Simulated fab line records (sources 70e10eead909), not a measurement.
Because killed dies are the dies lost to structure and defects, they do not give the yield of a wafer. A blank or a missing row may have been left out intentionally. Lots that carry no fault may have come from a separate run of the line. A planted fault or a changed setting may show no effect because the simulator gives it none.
Chamber matching / flow nand_harc / NHARC_A_CHANNEL_FILL_D2_ALD_25 on ald_hk-02 has 4 sister chambers
The step deposits SiOx, target thk 60 nm, pulse time 10 s, ald cycles 600. 4 wafers are shown with their chamber, then 10 later ones without.

## EACH WAFER AND ITS CHAMBER
wafer=L084.3; chamber=0; heater_power_w (W)=503
wafer=L084.1; chamber=2; heater_power_w (W)=488
wafer=L088.2; chamber=1; heater_power_w (W)=421
wafer=L088.3; chamber=3; heater_power_w (W)=446

## WAFERS WITHOUT THEIR CHAMBER
wafer=L088.5; heater_power_w (W)=422
wafer=L089.1; heater_power_w (W)=495
wafer=L089.2; heater_power_w (W)=446
wafer=L089.3; heater_power_w (W)=503
wafer=L092.1; heater_power_w (W)=479
wafer=L092.3; heater_power_w (W)=426
wafer=L092.4; heater_power_w (W)=511
wafer=L096.4; heater_power_w (W)=492
wafer=L096.1; heater_power_w (W)=435
wafer=L096.3; heater_power_w (W)=469

## CHAMBER TAKEN BY EACH
wafer=L088.5; from the rows above=1; in truth=1
wafer=L089.1; from the rows above=can't be placed: 2 or 0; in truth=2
wafer=L089.2; from the rows above=3; in truth=3
wafer=L089.3; from the rows above=can't be placed: 0 or 2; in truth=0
wafer=L092.1; from the rows above=can't be placed: 2 or 0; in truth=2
wafer=L092.3; from the rows above=can't be placed: 1 or 3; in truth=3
wafer=L092.4; from the rows above=can't be placed: 0 or 2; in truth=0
wafer=L096.4; from the rows above=can't be placed: 2 or 0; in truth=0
wafer=L096.1; from the rows above=can't be placed: 3 or 1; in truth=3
wafer=L096.3; from the rows above=can't be placed: 2 or 3 or 0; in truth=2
2 of 10 placed correctly. These rows do not allow placing 8 (true chamber among the candidates in 8). 0 placed wrongly.
How it was worked out, from the rows above alone: a wafer's distance from a chamber is the root of the sum, over the readings, of the square of ((its reading less the chamber's mean) divided by the reading's scatter). If the next closest chamber is less than 2 further off than the closest, the wafer can't be placed; otherwise it belongs to the closest. Each chamber's mean is taken over the wafers shown for it. The scatter: with one shown wafer a chamber, the root of the mean of the squares of how far each hidden wafer lies from its nearest shown one.
